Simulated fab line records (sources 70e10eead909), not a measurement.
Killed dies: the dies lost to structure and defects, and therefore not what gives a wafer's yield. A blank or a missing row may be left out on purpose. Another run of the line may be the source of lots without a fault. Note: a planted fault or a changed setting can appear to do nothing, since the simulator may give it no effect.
fab line records + flow nand_harc
record
- lots=12
- wafers=36
- last_day=25
route steps=1159 shown A_CONTACT@955 THIN_TSV@1107 END@1159
lots that met no fault: taken from a fault-free run of the same line
start_h: the number of hours between the record's first day and the start of the first shown wafer of the lot + wait_h: hours since the lot's step before + " identical to the entry in the row above + L1.1+2: a single row standing in for several wafers + - either no value or no given start + * or withheld: withheld + < > ~ a bound
route shown NAME@n: NAME is a module with steps in the file, n the number in the route of the first one + usual: the fault-free wafers' mean and standard deviation + same: alike in all rows + chamber/n: place in a boat + sites: the reading at each site + _std_site: how widely they spread, as a standard deviation + _edge_site: outer sites' mean less inner sites' + radius_mm: for every site, how far away it sits from the centre of the wafer + mask NAME#n: copy n + behind: the last tool/chamber to shape the wafer + hold: cause of the lot's hold/its duration in hours/its outcome + device: transistor that didn't switch, given as n, p or np + end of line: the route-end tests of the same wafers + a step given without rows: its recipe and nothing more + killed: count of dies lost to structure and defects at first sort (not the wafer's yield) + map: dies across one wafer; x = killed, . = not, _ = none there
set.NAME: the run value of the setting; set.NAME@STEP: its run value at that earlier step + model.NAME: the simulator's own value behind a step, which no gauge read
a sample of lots followed through the steps of the route, with each step as a table and each wafer as a row
services: the hour from which a tool's chamber was out of use, counted from the record's first day as start_h (under 0 if before that day), plus the number of hours and why
## steps
# step NHARC_A_CONTACT_ETCH_110
# recipe
- target_depth_a=500
- overetch_a=50
- time_s=27.5
- ion_energy_ev=100
- cf4_flow_sccm=80
- o2_flow_sccm=20
- ar_flow_sccm=0
- rf_w=300
- bias_w=100
- chemistry=CF4/O2
# usual
- drypump_motor_current_A=5.8/0.31
- oes_product_au=0.999/0.0093
- rf_vpp_V=197.6/1.6
- showerhead_plenum_p_Torr=1.32/0.068
- throttle_valve_pct=13.398/0.0089
| lot.wafer | tool        | chamber | start_h | wait_h | drypump_motor_current_A | oes_product_au | rf_hours_counter_h | rf_vpp_V | showerhead_plenum_p_Torr | throttle_valve_pct |
|-----------|-------------|---------|---------|--------|-------------------------|----------------|--------------------|----------|--------------------------|--------------------|
| L538.4    | rie_diel-03 | 1       | 385.37  | 0.1    | 5.6                     | 1.014          | 54                 | 198.9    | 1.34                     | 13.405             |
| L538.6    | "           | 3       | "       | "      | 5.7                     | 0.993          | -                  | 196.7    | 1.27                     | 13.381             |
| L538.5    | "           | 0       | "       | "      | 5.9                     | 0.998          | -                  | 199.5    | 1.33                     | 13.386             |
| L539.2    | rie_diel-09 | 2       | 386.22  | 0.1    | 6.0                     | 0.985          | 23                 | 195.9    | 1.23                     | 13.405             |
| L539.1    | "           | 0       | "       | "      | 5.8                     | 0.993          | 24                 | 195.5    | 1.27                     | 13.386             |
| L539.5    | "           | 1       | "       | "      | 5.5                     | 1.002          | -                  | 196.3    | 1.26                     | 13.411             |
| L543.3    | rie_diel-09 | 0       | 416.78  | 0.1    | 5.8                     | 0.994          | 29                 | 196.0    | 1.27                     | 13.405             |
| L543.5    | "           | 0       | "       | "      | 5.8                     | 0.992          | -                  | 196.4    | 1.27                     | 13.395             |
| L543.6    | "           | 3       | "       | "      | 6.1                     | 0.999          | -                  | 199.2    | 1.35                     | 13.399             |
| L540.1    | rie_diel-09 | 3       | 424.77  | 0.1    | 6.1                     | 1.003          | 33                 | 199.0    | 1.35                     | 13.402             |
| L540.5    | "           | 1       | "       | "      | 5.5                     | 1.000          | -                  | 196.7    | 1.26                     | 13.412             |
| L540.6    | "           | 2       | "       | "      | 6.0                     | 0.982          | -                  | 194.6    | 1.23                     | 13.392             |
| L541.2    | rie_diel-09 | 2       | 430.65  | 0.3    | 6.0                     | 0.980          | 31                 | 197.3    | 1.23                     | 13.394             |
| L541.3    | "           | 3       | "       | "      | 6.1                     | 0.993          | 35                 | 198.1    | 1.35                     | 13.383             |
| L541.4    | "           | 0       | "       | "      | 5.7                     | 0.992          | 32                 | 196.7    | 1.26                     | 13.398             |
| L544.2    | rie_diel-02 | 2       | 433.04  | 0.1    | 5.6                     | 1.016          | 34                 | 196.9    | 1.29                     | 13.397             |
| L544.4    | "           | 1       | "       | "      | 5.1                     | 1.015          | 36                 | 200.3    | 1.44                     | 13.393             |
| L544.5    | "           | 2       | "       | "      | 5.7                     | 1.018          | -                  | 197.3    | 1.29                     | 13.406             |
| L546.4    | rie_diel-09 | 1       | 445.84  | 0.0    | 5.5                     | 0.994          | 1                  | 196.0    | 1.26                     | 13.398             |
| L546.1    | "           | 3       | "       | "      | 6.1                     | 0.995          | 1                  | 197.5    | 1.35                     | 13.399             |
| L546.6    | "           | 1       | "       | "      | 5.5                     | 0.983          | -                  | 195.3    | 1.26                     | 13.390             |
| L547.4    | rie_diel-02 | 3       | 450.71  | 0.1    | 6.5                     | 0.993          | 41                 | 199.2    | 1.44                     | 13.399             |
| L547.2    | "           | 1       | "       | "      | 5.1                     | 0.998          | 45                 | 200.9    | 1.44                     | 13.397             |
| L547.6    | "           | 0       | "       | "      | 6.3                     | 0.992          | -                  | 196.7    | 1.29                     | 13.416             |
| L548.4    | rie_diel-02 | 2       | 458.03  | 0.1    | 5.6                     | 1.015          | 45                 | 198.3    | 1.29                     | 13.400             |
| L548.2    | "           | 3       | "       | "      | 6.4                     | 1.001          | 43                 | 201.0    | 1.44                     | 13.409             |
| L548.1    | "           | 1       | "       | "      | 5.1                     | 1.006          | 46                 | 201.0    | 1.44                     | 13.392             |
| L550.1    | rie_diel-09 | 2       | 483.12  | 0.1    | 6.0                     | 1.003          | 6                  | 200.3    | 1.44                     | 13.389             |
| L550.4    | "           | 0       | "       | "      | 5.8                     | 1.003          | 8                  | 195.9    | 1.26                     | 13.390             |
| L550.2    | "           | 1       | "       | "      | 5.5                     | 1.001          | 8                  | 195.8    | 1.26                     | 13.404             |
| L557.1    | rie_diel-09 | 0       | 505.50  | 0.1    | 5.8                     | 0.997          | 12                 | 196.7    | 1.26                     | 13.413             |
| L557.2    | "           | 1       | "       | "      | 5.5                     | 0.996          | 12                 | 195.8    | 1.26                     | 13.398             |
| L557.6    | "           | 2       | "       | "      | 6.0                     | 0.993          | -                  | 201.2    | 1.44                     | 13.402             |
| L560.2    | rie_diel-03 | 1       | 534.60  | 0.1    | 5.6                     | 1.003          | 53                 | 196.4    | 1.33                     | 13.398             |
| L560.4    | "           | 3       | "       | "      | 5.7                     | 1.018          | 51                 | 195.9    | 1.26                     | 13.400             |
| L560.1    | "           | 0       | "       | "      | 5.9                     | 1.007          | 51                 | 197.9    | 1.31                     | 13.397             |
# step NHARC_THIN_TSV_DEP_43
# recipe
- target_thk_a=13285
- temp_c=withheld
- pressure_torr=6.5
- rf_w=900
- teos_flow_sccm=161.4
- flow_sccm=2650
- target_thk_nm=1328.5
- gas=O2
- material=SiO2
# usual
- flow_sccm=2650/7.4
- throttle_valve_pct=15.8/0.45
| lot.wafer | tool     | chamber | start_h | wait_h | flow_sccm | throttle_valve_pct |
|-----------|----------|---------|---------|--------|-----------|--------------------|
| L539.2    | pecvd-02 | 2       | 439.28  | -      | 2663      | 15.5               |
| L539.1    | "        | 0       | "       | "      | 2652      | 16.5               |
| L539.5    | "        | 2       | "       | "      | 2660      | 15.3               |
| L538.4    | pecvd-02 | 1       | 444.38  | -      | 2637      | 15.6               |
| L538.5    | "        | 2       | "       | "      | 2655      | 15.8               |
| L538.6    | "        | 0       | "       | "      | 2649      | 16.6               |
| L543.3    | pecvd-02 | 0       | 450.81  | -      | 2644      | 16.3               |
| L543.5    | "        | 1       | "       | "      | 2670      | 15.5               |
| L543.6    | "        | 2       | "       | "      | 2655      | 15.6               |
| L540.1    | pecvd-03 | 0       | 460.19  | -      | 2655      | 16.3               |
| L540.6    | "        | 2       | "       | "      | 2650      | 16.3               |
| L540.5    | "        | 0       | "       | "      | 2648      | 16.4               |
| L544.2    | pecvd-02 | 1       | 465.33  | -      | 2649      | 15.5               |
| L544.4    | "        | 1       | "       | "      | 2655      | 15.4               |
| L544.5    | "        | 2       | "       | "      | 2638      | 15.5               |
| L541.2    | pecvd-02 | 0       | 466.90  | -      | 2644      | 16.5               |
| L541.3    | "        | 1       | "       | "      | 2651      | 15.2               |
| L541.4    | "        | 0       | "       | "      | 2650      | 16.4               |
| L546.1    | pecvd-02 | 0       | 477.25  | -      | 2656      | 16.3               |
| L546.4    | "        | 0       | "       | "      | 2659      | 16.0               |
| L546.6    | "        | 1       | "       | "      | 2645      | 15.5               |
| L547.2    | pecvd-04 | 0       | 494.61  | -      | 2647      | 15.6               |
| L547.6    | "        | 2       | "       | "      | 2639      | 15.7               |
| L547.4    | "        | 0       | "       | "      | 2644      | 15.5               |
| L548.1    | pecvd-02 | 1       | 495.70  | -      | 2652      | 15.6               |
| L548.2    | "        | 0       | "       | "      | 2641      | 16.1               |
| L548.4    | "        | 0       | "       | "      | 2638      | 16.2               |
| L550.2    | pecvd-03 | 0       | 533.69  | -      | 2645      | 16.9               |
| L550.1    | "        | 1       | "       | "      | 2650      | 15.7               |
| L550.4    | "        | 0       | "       | "      | 2650      | 16.7               |
| L557.1    | pecvd-03 | 2       | 539.70  | -      | 2650      | 16.1               |
| L557.2    | "        | 1       | "       | "      | 2647      | 16.2               |
| L557.6    | "        | 2       | "       | "      | 2653      | 16.1               |
| L560.1    | pecvd-02 | 0       | 564.74  | -      | 2656      | 15.5               |
| L560.2    | "        | 1       | "       | "      | 2643      | 15.6               |
| L560.4    | "        | 0       | "       | "      | 2642      | 15.5               |
# step NHARC_THIN_TSV_DEP_47
# recipe
- target_thk_a=2000
- temp_c=withheld
- pressure_torr=6.5
- rf_w=900
- teos_flow_sccm=161.4
- flow_sccm=2650
- target_thk_nm=200
- gas=O2
- material=SiO2
# usual
- flow_sccm=2649/8.1
- throttle_valve_pct=15.8/0.52
| lot.wafer | tool     | chamber | start_h | wait_h | flow_sccm | throttle_valve_pct |
|-----------|----------|---------|---------|--------|-----------|--------------------|
| L539.2    | pecvd-03 | 1       | 442.11  | -      | 2657      | 17.2               |
| L539.1    | "        | 2       | "       | "      | 2641      | 16.4               |
| L539.5    | "        | 1       | "       | "      | 2654      | 17.3               |
| L538.5    | pecvd-04 | 1       | 447.07  | -      | 2646      | 15.4               |
| L538.6    | "        | 2       | "       | "      | 2646      | 15.5               |
| L538.4    | "        | 0       | "       | "      | 2649      | 15.5               |
| L543.3    | pecvd-04 | 1       | 453.71  | -      | 2655      | 15.4               |
| L543.6    | "        | 2       | "       | "      | 2636      | 15.4               |
| L543.5    | "        | 0       | "       | "      | 2647      | 15.6               |
| L540.1    | pecvd-03 | 2       | 463.19  | -      | 2652      | 16.0               |
| L540.6    | "        | 0       | "       | "      | 2647      | 16.3               |
| L540.5    | "        | 1       | "       | "      | 2658      | 17.0               |
| L544.2    | pecvd-03 | 0       | 468.43  | -      | 2648      | 16.5               |
| L544.5    | "        | 1       | "       | "      | 2652      | 17.1               |
| L544.4    | "        | 2       | "       | "      | 2664      | 16.3               |
| L541.2    | pecvd-04 | 0       | 470.41  | -      | 2649      | 15.5               |
| L541.3    | "        | 2       | "       | "      | 2651      | 15.4               |
| L541.4    | "        | 1       | "       | "      | 2651      | 15.6               |
| L546.1    | pecvd-02 | 1       | 479.99  | -      | 2645      | 15.5               |
| L546.6    | "        | 1       | "       | "      | 2652      | 15.6               |
| L546.4    | "        | 0       | "       | "      | 2653      | 16.4               |
| L547.2    | pecvd-03 | 0       | 497.42  | -      | 2659      | 16.3               |
| L547.6    | "        | 2       | "       | "      | 2652      | 16.1               |
| L547.4    | "        | 1       | "       | "      | 2648      | 15.8               |
| L548.2    | pecvd-02 | 0       | 498.37  | -      | 2651      | 16.7               |
| L548.1    | "        | 1       | "       | "      | 2639      | 15.4               |
| L548.4    | "        | 1       | "       | "      | 2659      | 15.9               |
| L550.1    | pecvd-04 | 2       | 536.40  | -      | 2664      | 15.5               |
| L550.2    | "        | 0       | "       | "      | 2661      | 15.7               |
| L550.4    | "        | 2       | "       | "      | 2650      | 15.6               |
| L557.1    | pecvd-02 | 1       | 542.86  | -      | 2659      | 15.2               |
| L557.2    | "        | 2       | "       | "      | 2635      | 15.7               |
| L557.6    | "        | 1       | "       | "      | 2649      | 15.4               |
| L560.1    | pecvd-02 | 2       | 567.88  | -      | 2654      | 15.4               |
| L560.2    | "        | 0       | "       | "      | 2644      | 15.6               |
| L560.4    | "        | 2       | "       | "      | 2651      | 15.4               |
# step NHARC_THIN_TSV_STRIP_56
# recipe
- power_w=1500
- temp_c=250
- chemistry=O2
# usual
- drypump_motor_current_A=5.6/0.36
- heater_power_w=314/18
- rf_refl_power_W=22/7.9
| lot.wafer | tool            | chamber | start_h | wait_h | drypump_motor_current_A | heater_power_w | rf_hours_counter_h | rf_refl_power_W |
|-----------|-----------------|---------|---------|--------|-------------------------|----------------|--------------------|-----------------|
| L539.1    | plasma_asher-02 | 1       | 446.87  | 0.1    | 6.2                     | 325            | 24                 | -               |
| L539.2    | "               | 0       | "       | "      | 5.2                     | 306            | 24                 | -               |
| L539.5    | "               | 1       | "       | "      | 6.3                     | 324            | -                  | -               |
| L538.4    | plasma_asher-01 | 0       | 451.60  | 0.2    | 5.7                     | 290            | -                  | 14              |
| L538.6    | "               | 0       | "       | "      | 5.7                     | 300            | -                  | 14              |
| L538.5    | "               | 1       | "       | "      | 5.5                     | 323            | -                  | 30              |
| L543.3    | plasma_asher-02 | 1       | 459.00  | 0.3    | 6.2                     | 321            | -                  | 27              |
| L543.5    | "               | 0       | "       | "      | 5.1                     | 301            | -                  | 13              |
| L543.6    | "               | 1       | "       | "      | 6.2                     | 329            | -                  | 27              |
| L540.1    | plasma_asher-02 | 1       | 469.33  | 1.5    | 6.2                     | 322            | 40                 | 27              |
| L540.5    | "               | 1       | "       | "      | 6.2                     | 327            | -                  | 28              |
| L540.6    | "               | 0       | "       | "      | 5.1                     | 303            | -                  | 12              |
| L544.2    | plasma_asher-02 | 1       | 474.34  | 0.3    | 6.2                     | 324            | 42                 | 27              |
| L544.4    | "               | 0       | "       | "      | 5.2                     | 308            | -                  | 13              |
| L544.5    | "               | 0       | "       | "      | 5.1                     | 319            | -                  | 13              |
| L541.2    | plasma_asher-02 | 1       | 475.27  | 0.1    | 6.2                     | 324            | 43                 | 28              |
| L541.4    | "               | 1       | "       | "      | 6.2                     | 328            | -                  | 27              |
| L541.3    | "               | 0       | "       | "      | 5.2                     | 309            | -                  | 12              |
| L546.1    | plasma_asher-01 | 0       | 484.97  | 0.1    | 5.7                     | 301            | 3                  | 14              |
| L546.4    | "               | 0       | "       | "      | 5.7                     | 292            | -                  | 15              |
| L546.6    | "               | 0       | "       | "      | 5.7                     | 297            | -                  | 14              |
| L547.2    | plasma_asher-01 | 1       | 502.18  | 0.1    | 5.5                     | 339            | 7                  | 29              |
| L547.4    | "               | 1       | "       | "      | 5.5                     | 339            | -                  | 29              |
| L547.6    | "               | 1       | "       | "      | 5.4                     | 337            | -                  | 31              |
| L548.2    | plasma_asher-02 | 1       | 503.30  | 0.4    | 6.2                     | 328            | 52                 | 28              |
| L548.1    | "               | 0       | "       | "      | 5.1                     | 303            | 52                 | 13              |
| L548.4    | "               | 0       | "       | "      | 5.1                     | 315            | -                  | 13              |
| L550.2    | plasma_asher-01 | 1       | 542.34  | 0.9    | 5.4                     | 335            | 22                 | 32              |
| L550.1    | "               | 0       | "       | "      | 5.7                     | 293            | 22                 | 14              |
| L550.4    | "               | 1       | "       | "      | 5.4                     | 346            | -                  | 31              |
| L557.2    | plasma_asher-02 | 1       | 549.10  | 0.1    | 6.2                     | 306            | 1                  | 27              |
| L557.1    | "               | 0       | "       | "      | 5.1                     | 302            | 1                  | 13              |
| L557.6    | "               | 0       | "       | "      | 5.1                     | 301            | -                  | 13              |
| L560.1    | plasma_asher-02 | 0       | 572.75  | 0.1    | 5.1                     | 304            | 9                  | 13              |
| L560.2    | "               | 1       | "       | "      | 6.2                     | 311            | 9                  | 27              |
| L560.4    | "               | 1       | "       | "      | 6.2                     | 310            | -                  | 28              |
# step NHARC_END_SORT_01
# recipe
- temp_c=25
# usual
- killed_at_array=28/11
- killed_at_other=0.5/0.85
- killed_at_periphery=2.7/1.9
- killed_dies=32/12
- killed_open=3.3/1.6
- killed_short=2.1/1.5
# same
- gross_dies=677
| lot.wafer | tool      | chamber | start_h | wait_h | killed_at_array | killed_at_other | killed_at_periphery | killed_dies | killed_open | killed_short |
|-----------|-----------|---------|---------|--------|-----------------|-----------------|---------------------|-------------|-------------|--------------|
| L557.1    | prober-01 | 0       | 564.01  | 2.5    | 113             | 0               | 1                   | 114         | 4           | 2            |
| L557.2    | prober-01 | 0       | 564.82  | 2.8    | 53              | 0               | 2                   | 55          | 5           | 3            |
| L557.6    | prober-01 | 0       | 568.06  | 4.1    | 40              | 0               | 2                   | 42          | 3           | 0            |
# killed by level:class
L557.1 A_CONTACT:unspecified=70 A_SLIT:chamber_film_flake=17 A_CHANNEL_HOLE_D1:chamber_film_flake=13 A_STAIRCASE:chamber_film_flake=4 A_SGD_CUT:chamber_film_flake=2 A_ONON_D1:geometric_particle:open=1 A_CHANNEL_FILL_D1:geometric_particle:open=1 A_WL_FILL:geometric_particle:short=1
L557.2 A_CHANNEL_HOLE_D1:chamber_film_flake=22 A_SLIT:chamber_film_flake=17 A_CHANNEL_FILL_D1:geometric_particle:open=2 A_CONTACT:geometric_particle:open=2 P_ZERO_WELL:chamber_film_flake=2 A_STAIRCASE:chamber_film_flake=2 A_CONTACT:chamber_film_flake=2 A_CHANNEL_FILL_D1:geometric_particle:short=1
L557.6 A_CHANNEL_HOLE_D1:chamber_film_flake=17 A_SLIT:chamber_film_flake=16 P_BONDPAD:chamber_film_flake=2 A_CONTACT:chamber_film_flake=2 A_SGD_CUT:geometric_particle:open=1 A_WL_FILL:geometric_particle:open=1 A_CONTACT:geometric_particle:open=1 A_ZERO_WELL:chamber_film_flake=1
## services
| tool            | chamber | start_h | hours | kind   |
|-----------------|---------|---------|-------|--------|
| rie_diel-03     | 1       | 362.93  | 8.5   | repair |
| plasma_asher-02 | -       | 373.73  | 1.6   | repair |
| pecvd-04        | -       | 376.46  | 13.0  | pm     |
| rie_diel-03     | -       | 392.40  | 9.0   | pm     |
| rie_diel-09     | 1       | 416.14  | 3.3   | repair |
| rie_diel-09     | -       | 431.41  | 9.0   | pm     |
| plasma_asher-02 | -       | 438.31  | 1.7   | repair |
| plasma_asher-01 | -       | 453.20  | 9.0   | pm     |
| plasma_asher-01 | -       | 462.38  | 14.2  | repair |
| rie_diel-02     | 1       | 467.53  | 6.4   | repair |
| pecvd-03        | -       | 473.41  | 13.0  | pm     |
| rie_diel-03     | 0       | 486.63  | 5.8   | repair |
| pecvd-04        | -       | 486.68  | 3.1   | repair |
| rie_diel-02     | -       | 505.06  | 9.0   | pm     |
| rie_diel-09     | 2       | 509.84  | 4.7   | repair |
| pecvd-02        | -       | 515.49  | 13.0  | pm     |
| plasma_asher-02 | -       | 538.20  | 9.0   | pm     |
| pecvd-04        | 1       | 542.89  | 2.0   | repair |
| pecvd-04        | -       | 557.46  | 13.0  | pm     |
| rie_diel-09     | -       | 558.08  | 2.1   | repair |
| pecvd-02        | 2       | 559.57  | 1.8   | repair |
| pecvd-03        | -       | 564.14  | 5.3   | repair |
| rie_diel-03     | 1       | 565.46  | 2.1   | repair |
| rie_diel-03     | -       | 569.44  | 9.0   | pm     |
## key
first_sign
- step=NHARC_END_SORT_01
- reading=killed_at_array
- direction=up
- sigmas=7.4
- usual=28
- struck=113
effect
- step=NHARC_END_SORT_01
- reading=killed_dies
- direction=up
- sigmas=7
- usual=32
- struck=114
more_kills_born_at
- NHARC_A_CONTACT_ETCH_110@rie_diel-09=70
met_at NHARC_A_CONTACT_ETCH_110
struck_lots L557
struck_wafers L557.1
tester_left_out L557
not_acting_at NHARC_THIN_TSV_DEP_43,NHARC_THIN_TSV_DEP_47,NHARC_THIN_TSV_STRIP_56
onset_between 483.12 505.50
fault
- kind=chamber_particle_source
- tool=rie_diel-09
- chamber=0
- onset_h=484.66
- steps=NHARC_A_CONTACT_ETCH_110
- rate_per_visit_cm2=0.45282
- end_h=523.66
# tester_left_out: of these lots the tester's yield and bins aren't shown, on N5 and GAA mostly nor the transistor test; their killed dies are dies lost to structure and defects alone, not to doping, threshold or leakage, so they don't give the yield
